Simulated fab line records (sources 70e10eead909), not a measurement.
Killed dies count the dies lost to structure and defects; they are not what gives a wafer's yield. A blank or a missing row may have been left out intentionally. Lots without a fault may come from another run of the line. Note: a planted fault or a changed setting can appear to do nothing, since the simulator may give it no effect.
fab line records | flow nand_harc
[record] lots = 15 wafers = 45 last_day = 34
route steps=1302 shown A_CONTACT@1094 A_BLC@1114
lots that met no fault: taken from a fault-free run of the same line
start_h: hours from the record's first day to the start of the lot's first wafer shown | wait_h: how many hours have passed since the lot's step before this one | " the same as in the row above | L1.1+2: several wafers, shown together as one row | - value missing, or start not given | * or withheld: withheld | < > ~ a bound
route shown NAME@n: a module of which the file shows steps, and the number in the route of the first | usual: mean and standard deviation over wafers with no fault | same: alike in all rows | chamber/n: place in a boat | sites: readings site by site | _std_site: the values' standard deviation | _edge_site: inner sites' mean taken away from outer sites' mean | radius_mm: how far each site lies from the wafer's centre | mask NAME#n: copy n | behind: the most recent tool/chamber to have shaped the wafer | hold: cause of the lot's hold/its duration in hours/its outcome | device: transistor that didn't switch, given as n, p or np | end of line: tests of these same wafers at the route's end | step lacking rows: just its recipe | killed: count of dies lost to structure and defects at first sort (not the wafer's yield) | map: a wafer's dies, x killed, . not, _ none there
set.NAME: the setting that was run; set.NAME@STEP: the one run at that earlier step | model.NAME: the simulator's own value behind a step, which no gauge read
steps of the route over a sample of lots; a table a step, a row a wafer
services: the hour from which a tool's chamber was out of use, counted from the record's first day as start_h (under 0 if before that day), plus the number of hours and why
[[steps]]
[step NHARC_A_CONTACT_CD_MEAS_15]
[usual] cd_nm = 189.8/0.55
// columns lot.wafer tool chamber start_h wait_h cd_nm
L570.1 cd_sem-01 - 517.77 - 189.9
L570.3 " - " " 189.7
L570.5 " - " " 189.9
L579.1 cd_sem-02 - 603.02 - 190.3
L579.5 " - " " 189.6
L579.6 " - " " 190.1
L578.1 cd_sem-01 - 606.51 - 189.9
L578.2 " - " " 190.1
L578.3 " - " " 190.2
L581.2 cd_sem-03 - 608.66 - 190.5
L581.4 " - " " 189.8
L581.6 " - " " 190.3
L580.3 cd_sem-01 - 612.53 - 189.5
L580.4 " - " " 189.8
L580.6 " - " " 189.9
L582.1 cd_sem-02 - 645.70 - 189.7
L582.2 " - " " 188.9
L582.4 " - " " 189.2
L584.1 cd_sem-01 - 660.45 - 189.1
L584.5 " - " " 189.0
L584.6 " - " " 189.1
L583.1 cd_sem-02 - 666.61 - 189.5
L583.5 " - " " 189.5
L583.6 " - " " 190.1
L586.2 cd_sem-01 - 667.81 - 190.6
L586.4 " - " " 190.8
L586.6 " - " " 190.6
L587.1 cd_sem-02 - 687.96 - 190.5
L587.2 " - " " 190.2
L587.4 " - " " 190.1
L589.2 cd_sem-02 - 701.74 - 189.2
L589.3 " - " " 189.4
L589.5 " - " " 189.0
L590.2 cd_sem-03 - 716.93 - 190.2
L590.3 " - " " 190.2
L590.4 " - " " 190.1
L591.1 cd_sem-01 - 718.80 - 190.1
L591.2 " - " " 190.6
L591.3 " - " " 189.9
L592.1 cd_sem-01 - 738.89 - 190.0
L592.2 " - " " 190.4
L592.5 " - " " 190.2
L593.2 cd_sem-02 - 757.98 - 189.6
L593.4 " - " " 189.9
L593.6 " - " " 190.3
[step NHARC_A_CONTACT_CMP_20]
[recipe] t_overpolish_s = 30 target_thk_nm = 300
[usual] motor_current_A = 11.7/0.98 overpolish_run_s = 29.999/0.0089 time_to_endpoint_s = 60/3.2
// columns lot.wafer tool chamber start_h wait_h motor_current_A overpolish_run_s time_to_endpoint_s
L570.3 cmp-02 3 519.84 0.5 13.6 29.991 59
L570.1 " 1 " " 11.6 30.001 58
L570.5 " 3 " " 13.0 29.995 59
L579.1 cmp-03 0 605.12 0.8 12.5 29.994 58
L579.5 " 1 " " 10.9 30.001 61
L579.6 " 2 " " 11.3 30.007 61
L578.2 cmp-04 1 608.55 0.6 12.2 29.986 61
L578.1 " 3 " " 10.7 29.998 66
L578.3 " 0 " " 12.8 29.992 62
L581.4 cmp-02 2 610.71 0.5 10.3 29.999 60
L581.2 " 0 " " 11.0 30.007 59
L581.6 " 1 " " 11.1 29.993 61
L580.3 cmp-02 0 614.54 0.4 10.8 29.985 63
L580.4 " 2 " " 10.3 30.000 60
L580.6 " 0 " " 11.2 29.989 64
L582.1 cmp-02 2 647.80 0.8 10.6 30.000 61
L582.2 " 3 " " 13.5 30.005 61
L582.4 " 0 " " 11.5 30.009 59
L584.1 cmp-02 1 662.56 0.8 12.9 29.992 59
L584.5 " 2 " " 9.9 30.010 57
L584.6 " 3 " " 13.9 30.001 59
L583.1 cmp-02 0 668.71 0.7 11.3 29.998 56
L583.5 " 2 " " 10.6 30.006 57
L583.6 " 3 " " 13.8 29.996 55
L586.4 cmp-04 1 669.83 0.5 12.5 30.002 58
L586.2 " 3 " " 10.8 30.013 63
L586.6 " 2 " " 11.9 29.997 59
L587.4 cmp-03 2 690.00 0.5 11.0 29.990 63
L587.2 " 3 " " 10.7 30.000 62
L587.1 " 0 " " 12.2 29.988 60
L589.3 cmp-03 2 704.10 0.5 10.5 30.000 65
L589.2 " 0 " " 12.3 30.000 60
L589.5 " 1 " " 10.9 29.994 63
L590.3 cmp-02 3 719.71 0.9 13.8 29.998 61
L590.4 " 0 " " 11.3 30.002 58
L590.2 " 2 " " 10.9 30.003 57
L591.2 cmp-03 0 720.91 0.6 12.4 30.003 64
L591.3 " 2 " " 10.4 29.997 69
L591.1 " 3 " " 10.8 29.996 67
L592.2 cmp-04 3 740.92 0.8 11.3 30.003 61
L592.1 " 2 " " 12.0 29.997 58
L592.5 " 0 " " 11.7 30.008 56
L593.2 cmp-04 0 760.16 0.7 11.6 29.989 61
L593.4 " 1 " " 12.7 30.005 62
L593.6 " 0 " " 11.7 29.989 63
[step NHARC_A_BLC_EXPOSE_07]
[recipe] na = 1.35 target_cd_nm = 100 dose_mj = 67.97 mask_id = A_BLC
[usual] exposure_dose_mJ_cm2 = 67.88/0.066 focus_offset_nm = 0.0/0.48
// columns lot.wafer tool chamber start_h wait_h mask exposure_dose_mJ_cm2 focus_offset_nm
L570.1 arfi_scanner-01 0 520.59 - A_BLC#0 67.78 -0.1
L570.3 " 0 " " A_BLC#0 67.81 -0.1
L570.5 " 0 " " A_BLC#0 67.97 0.3
L579.1 arfi_scanner-03 - 605.81 - A_BLC#0 - -
L579.5 " - " " A_BLC#0 - -
L579.6 " - " " A_BLC#0 - -
L578.1 arfi_scanner-02 - 609.35 - A_BLC#0 - -
L578.2 " - " " A_BLC#0 - -
L578.3 " - " " A_BLC#0 - -
L581.2 arfi_scanner-02 - 611.33 - A_BLC#0 - -
L581.4 " - " " A_BLC#0 - -
L581.6 " - " " A_BLC#0 - -
L580.3 arfi_scanner-02 0 615.22 - A_BLC#0 67.96 0.1
L580.4 " 0 " " A_BLC#0 67.94 -1.1
L580.6 " 0 " " A_BLC#0 67.86 0.5
L582.1 arfi_scanner-03 0 648.57 - A_BLC#0 67.96 -0.6
L582.2 " 0 " " A_BLC#0 67.89 0.0
L582.4 " 0 " " A_BLC#0 67.94 0.1
L584.1 arfi_scanner-03 0 663.12 - A_BLC#0 67.83 0.1
L584.5 " 0 " " A_BLC#0 67.90 0.8
L584.6 " 0 " " A_BLC#0 67.84 0.9
L583.1 arfi_scanner-02 0 669.31 - A_BLC#0 67.87 -0.1
L583.5 " 0 " " A_BLC#0 67.91 -0.3
L583.6 " 0 " " A_BLC#0 67.93 0.2
L586.2 arfi_scanner-01 0 670.62 - A_BLC#0 67.91 -0.8
L586.4 " 0 " " A_BLC#0 67.84 0.6
L586.6 " 0 " " A_BLC#0 67.82 0.4
L587.1 arfi_scanner-01 0 690.64 - A_BLC#0 67.95 2.0
L587.2 " 0 " " A_BLC#0 68.03 0.8
L587.4 " 0 " " A_BLC#0 67.84 0.2
L589.2 arfi_scanner-03 0 704.84 - A_BLC#0 67.84 -0.1
L589.3 " 0 " " A_BLC#0 67.94 0.2
L589.5 " 0 " " A_BLC#0 67.95 0.1
L590.2 arfi_scanner-01 0 720.51 - A_BLC#0 67.94 0.4
L590.3 " 0 " " A_BLC#0 67.89 -0.3
L590.4 " 0 " " A_BLC#0 67.86 0.1
L591.1 arfi_scanner-02 0 721.68 - A_BLC#0 67.77 0.0
L591.2 " 0 " " A_BLC#0 67.83 0.0
L591.3 " 0 " " A_BLC#0 67.81 0.3
L592.1 arfi_scanner-03 0 741.68 - A_BLC#0 67.82 -0.3
L592.2 " 0 " " A_BLC#0 67.90 0.0
L592.5 " 0 " " A_BLC#0 67.82 -0.4
L593.2 arfi_scanner-01 0 760.91 - A_BLC#0 67.84 -0.1
L593.4 " 0 " " A_BLC#0 67.92 0.5
L593.6 " 0 " " A_BLC#0 67.90 0.3
[step NHARC_A_BLC_CD_MEAS_10]
[recipe] target_cd_nm = 100 landing_energy_ev = 500
[usual] cd_nm = 100.2/0.52
// columns lot.wafer tool chamber start_h wait_h cd_nm
L570.1 cd_sem-03 0 520.73 - 99.9
L570.3 " 0 " " 100.5
L570.5 " 0 " " 99.4
L579.1 cd_sem-02 0 605.95 - -
L579.5 " 0 " " -
L579.6 " 0 " " -
L578.1 cd_sem-01 0 609.48 - -
L578.2 " 0 " " -
L578.3 " 0 " " -
L581.2 cd_sem-03 0 611.47 - -
L581.4 " 0 " " -
L581.6 " 0 " " -
L580.3 cd_sem-03 0 615.35 - 100.6
L580.4 " 0 " " 99.7
L580.6 " 0 " " 100.6
L582.1 cd_sem-02 0 648.71 - 99.6
L582.2 " 0 " " 100.0
L582.4 " 0 " " 99.6
L584.1 cd_sem-03 0 663.26 - 99.8
L584.5 " 0 " " 100.0
L584.6 " 0 " " 99.9
L583.1 cd_sem-03 0 669.45 - 100.2
L583.5 " 0 " " 99.9
L583.6 " 0 " " 99.6
L586.2 cd_sem-01 0 670.75 - 99.7
L586.4 " 0 " " 99.7
L586.6 " 0 " " 99.6
L587.1 cd_sem-03 0 690.78 - 100.3
L587.2 " 0 " " 99.8
L587.4 " 0 " " 99.7
L589.2 cd_sem-01 0 704.98 - 100.7
L589.3 " 0 " " 100.3
L589.5 " 0 " " 100.5
L590.2 cd_sem-02 0 720.65 - 100.5
L590.3 " 0 " " 100.6
L590.4 " 0 " " 100.4
L591.1 cd_sem-03 0 721.83 - 99.4
L591.2 " 0 " " 99.6
L591.3 " 0 " " 99.9
L592.1 cd_sem-02 0 741.82 - 100.2
L592.2 " 0 " " 100.0
L592.5 " 0 " " 100.5
L593.2 cd_sem-02 0 761.06 - 99.9
L593.4 " 0 " " 99.2
L593.6 " 0 " " 100.5
[[services]]
// columns tool chamber start_h hours kind
arfi_scanner-03 - 499.45 2.0 repair
cmp-04 - 500.54 0.4 repair
cmp-04 - 503.00 4.0 pm
arfi_scanner-02 - 512.90 1.2 repair
cmp-02 - 526.50 4.0 pm
arfi_scanner-03 - 540.00 4.0 pm
arfi_scanner-01 - 541.65 1.2 repair
arfi_scanner-03 - 545.37 2.5 repair
cmp-03 - 554.00 4.0 pm
arfi_scanner-02 - 555.84 3.2 repair
arfi_scanner-01 - 585.05 1.4 repair
arfi_scanner-02 - 592.41 7.0 repair
arfi_scanner-03 - 593.18 3.6 repair
arfi_scanner-01 - 603.42 4.0 pm
arfi_scanner-02 - 612.25 0.6 repair
cmp-02 - 617.47 0.8 repair
cmp-02 - 624.51 4.0 pm
arfi_scanner-02 - 644.13 1.1 repair
cmp-02 - 653.37 2.1 repair
arfi_scanner-02 - 656.00 4.0 pm
arfi_scanner-03 - 688.55 0.9 repair
arfi_scanner-03 - 712.00 4.0 pm
cmp-02 - 722.51 4.0 pm
arfi_scanner-02 - 736.24 7.9 repair
[[key]]
[first_sign] step = NHARC_A_BLC_EXPOSE_07 reading = tool_record direction = missing
effect none on later readings
met_at NHARC_A_BLC_EXPOSE_07
struck_lots L578,L579,L581
later_rows_left_out L578.1,L578.2,L578.3,L579.1,L579.5,L579.6,L581.2,L581.4,L581.6
sort_left_out L578.1,L578.2,L578.3,L579.1,L579.5,L579.6,L581.2,L581.4,L581.6
tester_left_out L578,L579,L581
not_acting_at NHARC_A_CONTACT_CD_MEAS_15,NHARC_A_CONTACT_CMP_20,NHARC_A_BLC_CD_MEAS_10
[fault] kind = skipped_step_whole tool = arfi_scanner-02,arfi_scanner-03 chamber = - onset_h = 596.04 steps = NHARC_A_BLC_EXPOSE_07 scope = struck_lots_only
// tester_left_out: of these lots the tester's yield and bins aren't shown, on N5 and GAA mostly nor the transistor test; their killed dies are dies lost to structure and defects alone, not to doping, threshold or leakage, so they don't give the yield
// sort_left_out: the simulated sort isn't trusted on such a fault, so these wafers' sort isn't shown, and their yield isn't known
// later_rows_left_out: the simulator's readings of these wafers behind a module that went badly wrong aren't trusted and aren't shown, but for the sort
